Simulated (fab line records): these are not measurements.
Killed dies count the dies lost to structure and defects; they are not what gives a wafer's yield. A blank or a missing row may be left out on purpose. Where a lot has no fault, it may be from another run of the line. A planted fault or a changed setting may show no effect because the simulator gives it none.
What tool caused it? | flow n5Finfet | 72 wafers from 24 lots sampled at 6 of the route's 1938 steps

== WHAT THE GAUGES READ, wafer by wafer ==
N5_BEOL_M2_OVL_MEAS_12. Usual: for M2_OVL the level is 0.4 nm and the standard deviation is 0.74.
lot  | measured     | on         | M2_OVL (nm)    | flag
L074 | day 6 12:03  | overlay-01 | 0.5 0.9 0.9    | 
L075 | day 6 22:47  | overlay-01 | 1.0 -1.1 -0.6  | 
L076 | day 7 03:08  | overlay-01 | 1.4 1.7 0.7    | 
L077 | day 7 08:57  | overlay-01 | 0.1 -0.4 1.1   | 
L078 | day 7 10:47  | overlay-02 | 0.9 0.6 -0.9   | 
L079 | day 7 19:41  | overlay-01 | 1.0 1.1 1.9    | 
L080 | day 7 20:38  | overlay-01 | 0.2 0.3 0.9    | 
L082 | day 8 14:59  | overlay-01 | 0.1 -0.3 0.6   | 
L081 | day 8 15:20  | overlay-01 | 1.2 0.7 0.5    | 
L083 | day 9 03:57  | overlay-02 | 0.7 0.5 -0.8   | 
L085 | day 9 06:49  | overlay-02 | 0.1 -0.3 -0.4  | 
L084 | day 9 07:07  | overlay-02 | 0.3 0.1 0.4    | 
L086 | day 9 19:16  | overlay-01 | 1.5 1.5 1.2    | 
L088 | day 9 20:36  | overlay-02 | 1.7 1.3 0.4    | 
L087 | day 10 01:58 | overlay-02 | 0.6 -0.2 0.3   | 
L089 | day 10 07:28 | overlay-02 | -0.3 0.2 -0.9  | 
L090 | day 10 17:28 | overlay-02 | 0.0 0.2 0.2    | 
L091 | day 11 02:03 | overlay-01 | 0.4 0.4 1.0    | 
L092 | day 11 03:26 | overlay-01 | 0.0 1.5 -0.5   | 
L093 | day 11 06:44 | overlay-01 | 0.4 -0.6 -1.6  | 
L094 | day 11 21:05 | overlay-01 | 0.8 0.3 -0.3   | 
L095 | day 12 04:31 | overlay-01 | 1.4 0.2 1.4    | 
L096 | day 12 09:07 | overlay-01 | 2.3 0.0 0.8    | 
L097 | day 12 09:25 | overlay-02 | -0.5 -0.2 -0.3 | 

N5_BEOL_M2_OCD_MEAS_38. Usual: 55.6 nm for trenchDepthNm, sd 0.84.
lot  | measured     | on     | trenchDepthNm (nm) | flag
L074 | day 6 13:53  | ocd-01 | 54.0 55.1 57.5     | 
L075 | day 7 02:31  | ocd-01 | 54.9 57.1 54.4     | 
L076 | day 7 10:39  | ocd-02 | 56.2 55.1 56.9     | 
L077 | day 8 06:20  | ocd-02 | 54.1 56.4 56.9     | 
L078 | day 8 06:49  | ocd-02 | 54.5 55.9 56.4     | 
L079 | day 8 16:19  | ocd-01 | 54.8 54.7 54.9     | 
L080 | day 8 16:43  | ocd-02 | 54.0 55.5 55.3     | 
L082 | day 8 19:26  | ocd-02 | 54.9 54.2 53.8     | 
L081 | day 8 22:11  | ocd-01 | 56.1 56.8 55.8     | 
L083 | day 9 12:43  | ocd-01 | 55.9 56.4 55.2     | 
L085 | day 9 12:14  | ocd-01 | 56.8 55.4 55.8     | 
L084 | day 9 15:40  | ocd-02 | 55.9 55.7 55.1     | 
L086 | day 9 22:32  | ocd-01 | 55.9 54.2 54.2     | 
L088 | day 9 23:00  | ocd-01 | 56.2 56.1 56.4     | 
L087 | day 10 03:37 | ocd-02 | 56.3 56.5 55.5     | 
L089 | day 10 11:46 | ocd-02 | 56.4 55.6 55.4     | 
L090 | day 11 03:03 | ocd-02 | 55.4 54.4 55.0     | 
L091 | day 11 06:22 | ocd-01 | 54.8 56.2 55.4     | 
L092 | day 11 20:40 | ocd-02 | 55.7 55.5 55.4     | 
L093 | day 11 10:41 | ocd-01 | 55.0 55.1 55.6     | 
L094 | day 11 23:49 | ocd-01 | 55.1 54.9 54.6     | 
L095 | day 12 11:36 | ocd-02 | 55.3 56.7 57.1     | 
L096 | day 12 12:26 | ocd-01 | 54.5 55.5 54.9     | 
L097 | day 12 15:00 | ocd-01 | 56.0 56.3 55.9     | 

== WHICH TOOL RAN EACH LOT (tool, then ch and the chambers of the sampled wafers, then the start) ==
lot  | N5_BEOL_M2_STRIP_19               | N5_BEOL_M2_ALD_98                | N5_BEOL_M2_ETCHBACK_99            | N5_BEOL_M2_TRENCH_ETCH_37
L074 | rieDiel-06 ch 0,1,2, day 6 12:31  | aldSin-01 ch 0,3, day 6 13:18    | rieDiel-01 ch 1,2,3, day 6 13:29  | rieDiel-01 ch 1,2,3, day 6 13:53 or earlier
L075 | rieDiel-01 ch 0,1,2, day 6 23:26  | aldSin-04 ch 0,3, day 7 00:05    | rieDiel-06 ch 0,2,3, day 7 02:08  | rieDiel-06 ch 0,2,3, day 7 02:31 or earlier
L076 | rieDiel-06 ch 0,1, day 7 03:40    | aldSin-01 ch 1,2, day 7 05:03    | rieDiel-06 ch 0,1,3, day 7 10:15  | rieDiel-06 ch 0,1,3, day 7 10:39 or earlier
L077 | rieDiel-01 ch 1,2,3, day 7 09:59  | aldSin-02 ch 0,1,2, day 7 11:26  | rieDiel-01 ch 2,3, day 8 05:56    | rieDiel-01 ch 2,3, day 8 06:20 or earlier
L078 | rieDiel-01 ch 0,2,3, day 7 11:56  | aldSin-04 ch 0,1,3, day 7 12:41  | rieDiel-01 ch 0,2,3, day 8 06:25  | rieDiel-01 ch 0,2,3, day 8 06:49 or earlier
L079 | rieDiel-05 ch 1,3, day 7 20:42    | aldSin-04 ch 0,2,3, day 7 21:46  | rieDiel-01 ch 0,1, day 8 15:56    | rieDiel-01 ch 0,1, day 8 16:19 or earlier
L080 | rieDiel-06 ch 0,2,3, day 7 21:16  | aldSin-04 ch 0,3, day 7 22:02    | rieDiel-05 ch 1,2,3, day 8 16:19  | rieDiel-05 ch 1,2,3, day 8 16:43 or earlier
L082 | rieDiel-06 ch 1,2, day 8 15:25    | aldSin-04 ch 0,1, day 8 16:27    | rieDiel-05 ch 0,1,2, day 8 19:01  | rieDiel-05 ch 0,1,2, day 8 19:26 or earlier
L081 | rieDiel-01 ch 0,1,2, day 8 15:47  | aldSin-04 ch 0,3, day 8 16:33    | rieDiel-01 ch 0,2, day 8 21:47    | rieDiel-01 ch 0,2, day 8 22:11 or earlier
L083 | rieDiel-05 ch 0,2,3, day 9 04:26  | aldSin-04 ch 0,1,3, day 9 05:16  | rieDiel-01 ch 0,1,2, day 9 12:19  | rieDiel-01 ch 0,1,2, day 9 12:43 or earlier
L085 | rieDiel-05 ch 0,1,3, day 9 07:17  | aldSin-04 ch 2,3, day 9 08:03    | rieDiel-01 ch 0,2, day 9 11:50    | rieDiel-01 ch 0,2, day 9 12:14 or earlier
L084 | rieDiel-05 ch 0,1, day 9 07:34    | aldSin-04 ch 0,1,3, day 9 08:14  | rieDiel-01 ch 0,1, day 9 15:16    | rieDiel-01 ch 0,1, day 9 15:40 or earlier
L086 | rieDiel-06 ch 0,3, day 9 19:50    | aldSin-02 ch 1,3, day 9 20:43    | rieDiel-06 ch 2,3, day 9 22:08    | rieDiel-06 ch 2,3, day 9 22:32 or earlier
L088 | rieDiel-06 ch 1,2,3, day 9 21:03  | aldSin-04 ch 0,2, day 9 21:45    | rieDiel-06 ch 0,2, day 9 22:36    | rieDiel-06 ch 0,2, day 9 23:00 or earlier
L087 | rieDiel-01 ch 0,1,3, day 10 02:26 | aldSin-01 ch 1,2, day 10 03:05   | rieDiel-01 ch 0,2,3, day 10 03:13 | rieDiel-01 ch 0,2,3, day 10 03:37 or earlier
L089 | rieDiel-05 ch 0,2,3, day 10 07:55 | aldSin-04 ch 2,3, day 10 08:46   | rieDiel-01 ch 0,1,2, day 10 11:22 | rieDiel-01 ch 0,1,2, day 10 11:46 or earlier
L090 | rieDiel-05 ch 0,2,3, day 10 17:58 | aldSin-04 ch 1,2,3, day 10 19:00 | rieDiel-06 ch 1,2,3, day 11 02:40 | rieDiel-06 ch 1,2,3, day 11 03:03 or earlier
L091 | rieDiel-01 ch 2,3, day 11 03:40   | aldSin-01 ch 0,2,3, day 11 05:26 | rieDiel-01 ch 1,2,3, day 11 05:58 | rieDiel-01 ch 1,2,3, day 11 06:22 or earlier
L092 | rieDiel-06 ch 2,3, day 11 04:43   | aldSin-01 ch 0,1,2, day 11 05:32 | rieDiel-06 ch 1, day 11 20:05     | rieDiel-06 ch 1, day 11 20:40 or earlier
L093 | rieDiel-01 ch 2,3, day 11 07:18   | aldSin-04 ch 1,2,3, day 11 08:13 | rieDiel-01 ch 0,1,3, day 11 10:17 | rieDiel-01 ch 0,1,3, day 11 10:41 or earlier
L094 | rieDiel-05 ch 2,3, day 11 21:33   | aldSin-04 ch 0,1,3, day 11 22:12 | rieDiel-01 ch 0,1, day 11 23:25   | rieDiel-01 ch 0,1, day 11 23:49 or earlier
L095 | rieDiel-01 ch 0,2,3, day 12 04:59 | aldSin-02 ch 2,3, day 12 05:52   | rieDiel-01 ch 0,2, day 12 11:12   | rieDiel-01 ch 0,2, day 12 11:36 or earlier
L096 | rieDiel-01 ch 1,2, day 12 09:34   | aldSin-01 ch 2,3, day 12 10:47   | rieDiel-05 ch 0,3, day 12 12:02   | rieDiel-05 ch 0,3, day 12 12:26 or earlier
L097 | rieDiel-01 ch 0,1,2, day 12 09:52 | aldSin-01 ch 0,1,2, day 12 10:53 | rieDiel-06 ch 0,1,3, day 12 14:36 | rieDiel-06 ch 0,1,3, day 12 15:00 or earlier
- N5_BEOL_M2_STRIP_19: strips in O2.
- N5_BEOL_M2_ALD_98: deposits SiO2, target thk 2.5 nm, pulse time 1 s, co reactant pulse time 1 s.
- N5_BEOL_M2_ETCHBACK_99: etches SiO2 in CHF3, target depth 5 nm, time 10.4 s.
- N5_BEOL_M2_TRENCH_ETCH_37: etches SiOC in C4F6/O2, target depth 55.555 nm, time 29.2 s.

== WHAT THE TOOLS THEMSELVES READ (means of the sampled wafers that have a number; where no wafer has one, the mark that the record gives instead) ==
N5_BEOL_M2_STRIP_19. Usual: chamberPressureMTorr 30.002 mTorr, standard deviation 0.026; drypumpMotorCurrentA 5.6 A, standard deviation 0.57; oesProductAu 0.78 a.u., standard deviation 0.092; rfVppV 3.7 V, standard deviation 0.5; showerheadPlenumPTorr 2.07 Torr, standard deviation 0.059; throttleValvePct 16.63 %, standard deviation 0.27.
lot  | tool       | chamberPressureMTorr (mTorr) | drypumpMotorCurrentA (A) | oesProductAu (a.u.) | rfVppV (V) | showerheadPlenumPTorr (Torr) | throttleValvePct (%) | flag
L074 | rieDiel-06 | 29.988                       | 5.7                      | 0.75                | 3.9        | 2.04                         | 16.77                | 
L075 | rieDiel-01 | 30.007                       | 5.5                      | 0.81                | 3.4        | 2.08                         | 16.51                | 
L076 | rieDiel-06 | 29.985                       | 5.1                      | 0.77                | 3.9        | 2.05                         | 16.89                | 
L077 | rieDiel-01 | 30.006                       | 5.6                      | 0.75                | 3.5        | 2.09                         | 16.50                | 
L078 | rieDiel-01 | 30.000                       | 5.5                      | 0.78                | 3.7        | 2.08                         | 16.60                | 
L079 | rieDiel-05 | 30.009                       | 5.9                      | 0.72                | 3.8        | 2.10                         | 16.87                | 
L080 | rieDiel-06 | 30.008                       | 5.9                      | 0.72                | 3.2        | 2.02                         | 16.72                | 
L082 | rieDiel-06 | 29.992                       | 6.0                      | 0.71                | 3.7        | 1.99                         | 16.80                | 
L081 | rieDiel-01 | 30.012                       | 5.5                      | 0.79                | 3.8        | 2.08                         | 16.53                | 
L083 | rieDiel-05 | 30.000                       | 5.9                      | 0.74                | 3.4        | 2.12                         | 16.64                | 
L085 | rieDiel-05 | 30.000                       | 6.0                      | 0.76                | 3.3        | 2.09                         | 16.73                | 
L084 | rieDiel-05 | 30.038                       | 6.0                      | 0.83                | 3.9        | 2.06                         | 16.53                | 
L086 | rieDiel-06 | 30.022                       | 5.6                      | 0.73                | 3.9        | 2.05                         | 16.76                | 
L088 | rieDiel-06 | 30.015                       | 5.6                      | 0.81                | 4.1        | 2.07                         | 16.73                | 
L087 | rieDiel-01 | 29.991                       | 5.1                      | 0.82                | 3.5        | 2.05                         | 16.58                | 
L089 | rieDiel-05 | 29.987                       | 5.9                      | 0.84                | 3.6        | 2.11                         | 16.52                | 
L090 | rieDiel-05 | 29.986                       | 5.9                      | 0.84                | 4.1        | 2.11                         | 16.54                | 
L091 | rieDiel-01 | 30.018                       | 6.0                      | 0.85                | 3.7        | 2.10                         | 16.31                | 
L092 | rieDiel-06 | 29.973                       | 6.2                      | 0.86                | 3.6        | 2.14                         | 16.48                | 
L093 | rieDiel-01 | 30.001                       | 5.6                      | 0.88                | 3.4        | 2.07                         | 16.33                | 
L094 | rieDiel-05 | 30.003                       | 5.7                      | 0.85                | 3.9        | 2.14                         | 16.48                | 
L095 | rieDiel-01 | 30.007                       | 5.5                      | 0.83                | 4.4        | 2.07                         | 16.52                | 
L096 | rieDiel-01 | 30.033                       | 5.5                      | 0.75                | 4.2        | 2.08                         | 16.49                | 
L097 | rieDiel-01 | 30.024                       | 5.5                      | 0.76                | 3.1        | 2.07                         | 16.59                | 

N5_BEOL_M2_ALD_98. Usual: heaterPowerW 80 W, standard deviation 6.3; precursorPulseHeightRel 0.998, standard deviation 0.019.
lot  | tool      | heaterPowerW (W) | precursorPulseHeightRel | flag
L074 | aldSin-01 | 86               | 0.993                   | 
L075 | aldSin-04 | 83               | 0.991                   | 
L076 | aldSin-01 | 75               | 0.996                   | 
L077 | aldSin-02 | 76               | 1.000                   | 
L078 | aldSin-04 | 78               | 1.015                   | 
L079 | aldSin-04 | 84               | 0.999                   | 
L080 | aldSin-04 | 84               | 1.015                   | 
L082 | aldSin-04 | 83               | 1.007                   | 
L081 | aldSin-04 | 82               | 1.015                   | 
L083 | aldSin-04 | 79               | 1.000                   | 
L085 | aldSin-04 | 80               | 1.007                   | 
L084 | aldSin-04 | 78               | 1.003                   | 
L086 | aldSin-02 | 74               | 0.981                   | 
L088 | aldSin-04 | 86               | 0.991                   | 
L087 | aldSin-01 | 78               | 0.996                   | 
L089 | aldSin-04 | 81               | 0.997                   | 
L090 | aldSin-04 | 77               | 1.003                   | 
L091 | aldSin-01 | 85               | 0.988                   | 
L092 | aldSin-01 | 77               | 0.997                   | 
L093 | aldSin-04 | 77               | 1.017                   | 
L094 | aldSin-04 | 81               | 0.991                   | 
L095 | aldSin-02 | 70               | 0.995                   | 
L096 | aldSin-01 | 86               | 1.020                   | 
L097 | aldSin-01 | 77               | 0.988                   | 

N5_BEOL_M2_ETCHBACK_99. Usual: chamberPressureMTorr 30.003 mTorr, standard deviation 0.029; drypumpMotorCurrentA 5.5 A, standard deviation 0.59; oesProductAu 0.79 a.u., standard deviation 0.09; rfVppV 242 V, standard deviation 3.1; showerheadPlenumPTorr 2.13 Torr, standard deviation 0.064; throttleValvePct 17.05 %, standard deviation 0.26.
lot  | tool       | chamberPressureMTorr (mTorr) | drypumpMotorCurrentA (A) | oesProductAu (a.u.) | rfVppV (V) | showerheadPlenumPTorr (Torr) | throttleValvePct (%) | flag
L074 | rieDiel-01 | 29.995                       | 5.6                      | 0.77                | 242        | 2.16                         | 16.93                | 
L075 | rieDiel-06 | 30.024                       | 5.9                      | 0.72                | 242        | 2.09                         | 17.21                | 
L076 | rieDiel-06 | 30.023                       | 5.3                      | 0.75                | 241        | 2.11                         | 17.34                | 
L077 | rieDiel-01 | 30.005                       | 6.0                      | 0.78                | 241        | 2.17                         | 16.87                | 
L078 | rieDiel-01 | 30.007                       | 5.5                      | 0.77                | 243        | 2.13                         | 17.01                | 
L079 | rieDiel-01 | 30.016                       | 5.0                      | 0.76                | 242        | 2.12                         | 17.02                | 
L080 | rieDiel-05 | 29.998                       | 5.8                      | 0.70                | 244        | 2.19                         | 17.24                | 
L082 | rieDiel-05 | 29.986                       | 5.8                      | 0.74                | 242        | 2.15                         | 17.00                | 
L081 | rieDiel-01 | 29.990                       | 5.9                      | 0.82                | 240        | 2.16                         | 16.85                | 
L083 | rieDiel-01 | 30.026                       | 5.4                      | 0.78                | 240        | 2.13                         | 16.95                | 
L085 | rieDiel-01 | 29.973                       | 5.4                      | 0.80                | 242        | 2.11                         | 16.98                | 
L084 | rieDiel-01 | 29.978                       | 5.0                      | 0.77                | 243        | 2.09                         | 17.07                | 
L086 | rieDiel-06 | 30.004                       | 5.8                      | 0.79                | 244        | 2.13                         | 17.15                | 
L088 | rieDiel-06 | 29.994                       | 5.9                      | 0.83                | 241        | 2.21                         | 17.08                | 
L087 | rieDiel-01 | 30.019                       | 5.5                      | 0.85                | 242        | 2.12                         | 16.88                | 
L089 | rieDiel-01 | 30.010                       | 5.5                      | 0.78                | 241        | 2.13                         | 16.95                | 
L090 | rieDiel-06 | 30.016                       | 5.7                      | 0.79                | 242        | 2.14                         | 17.22                | 
L091 | rieDiel-01 | 30.018                       | 5.6                      | 0.81                | 242        | 2.14                         | 16.86                | 
L092 | rieDiel-06 | 29.983                       | 4.9                      | 0.73                | 237        | 2.08                         | 17.55                | 
L093 | rieDiel-01 | 30.034                       | 5.1                      | 0.81                | 243        | 2.10                         | 16.98                | 
L094 | rieDiel-01 | 30.022                       | 5.0                      | 0.76                | 243        | 2.08                         | 17.10                | 
L095 | rieDiel-01 | 29.995                       | 5.9                      | 0.78                | 239        | 2.15                         | 16.91                | 
L096 | rieDiel-05 | 30.020                       | 6.1                      | 0.74                | 241        | 2.17                         | 17.29                | 
L097 | rieDiel-06 | 30.003                       | 5.3                      | 0.80                | 243        | 2.18                         | 17.30                | 

N5_BEOL_M2_TRENCH_ETCH_37. Usual: chamberPressureMTorr 29.999 mTorr, standard deviation 0.029; drypumpMotorCurrentA 5.5 A, standard deviation 0.59; oesProductAu 0.79 a.u., standard deviation 0.09; rfVppV 668 V, standard deviation 8.5; showerheadPlenumPTorr 2.82 Torr, standard deviation 0.081; throttleValvePct 20.83 %, standard deviation 0.27.
lot  | tool       | chamberPressureMTorr (mTorr) | drypumpMotorCurrentA (A) | oesProductAu (a.u.) | rfVppV (V) | showerheadPlenumPTorr (Torr) | throttleValvePct (%) | flag
L074 | rieDiel-01 | 30.013                       | 5.6                      | 0.77                | 669        | 2.85                         | 20.69                | 
L075 | rieDiel-06 | 30.006                       | 5.9                      | 0.71                | 667        | 2.77                         | 20.99                | 
L076 | rieDiel-06 | 29.987                       | 5.3                      | 0.75                | 667        | 2.79                         | 21.15                | 
L077 | rieDiel-01 | 30.010                       | 6.0                      | 0.79                | 666        | 2.87                         | 20.63                | 
L078 | rieDiel-01 | 30.001                       | 5.5                      | 0.78                | 671        | 2.82                         | 20.76                | 
L079 | rieDiel-01 | 30.009                       | 5.0                      | 0.76                | 669        | 2.79                         | 20.77                | 
L080 | rieDiel-05 | 30.040                       | 5.8                      | 0.70                | 675        | 2.89                         | 21.01                | 
L082 | rieDiel-05 | 29.984                       | 5.8                      | 0.74                | 670        | 2.84                         | 20.78                | 
L081 | rieDiel-01 | 29.975                       | 6.0                      | 0.82                | 663        | 2.85                         | 20.64                | 
L083 | rieDiel-01 | 30.018                       | 5.4                      | 0.79                | 667        | 2.82                         | 20.72                | 
L085 | rieDiel-01 | 29.983                       | 5.4                      | 0.80                | 669        | 2.79                         | 20.76                | 
L084 | rieDiel-01 | 30.015                       | 5.0                      | 0.77                | 672        | 2.77                         | 20.84                | 
L086 | rieDiel-06 | 30.006                       | 5.8                      | 0.79                | 674        | 2.82                         | 20.96                | 
L088 | rieDiel-06 | 30.005                       | 5.9                      | 0.84                | 667        | 2.92                         | 20.88                | 
L087 | rieDiel-01 | 30.006                       | 5.5                      | 0.86                | 670        | 2.81                         | 20.66                | 
L089 | rieDiel-01 | 29.999                       | 5.5                      | 0.78                | 667        | 2.82                         | 20.73                | 
L090 | rieDiel-06 | 29.978                       | 5.6                      | 0.79                | 666        | 2.83                         | 21.03                | 
L091 | rieDiel-01 | 30.008                       | 5.6                      | 0.82                | 669        | 2.83                         | 20.62                | 
L092 | rieDiel-06 | 29.968                       | 4.9                      | 0.74                | 654        | 2.75                         | 21.36                | 
L093 | rieDiel-01 | 30.004                       | 5.1                      | 0.81                | 674        | 2.77                         | 20.76                | 
L094 | rieDiel-01 | 30.002                       | 5.0                      | 0.75                | 671        | 2.76                         | 20.86                | 
L095 | rieDiel-01 | 29.983                       | 5.9                      | 0.79                | 663        | 2.84                         | 20.68                | 
L096 | rieDiel-05 | 30.006                       | 6.0                      | 0.74                | 667        | 2.87                         | 21.05                | 
L097 | rieDiel-06 | 30.017                       | 5.3                      | 0.81                | 669        | 2.88                         | 21.13                | 

== THE ANSWER, worked out from the rows above alone ==
Rule: a lot counts as off when the mean over its wafers that have a number is more than 3 standard deviations away from the usual mean. A lot without any number at a reading at which 4 lots or more have one is off too. Any other lot the step has rows for is counted as sound. The gauges are gone through in route order, then the tools' own readings, and for those a lot's mean is taken as printed above. At the first step where some lot is off, the reading lying furthest off is the one used; lots without a number count as furthest.
No lot is off on any of the readings shown, so nothing can be concluded from this.

== WHAT THE SIMULATOR HAD INSERTED ==
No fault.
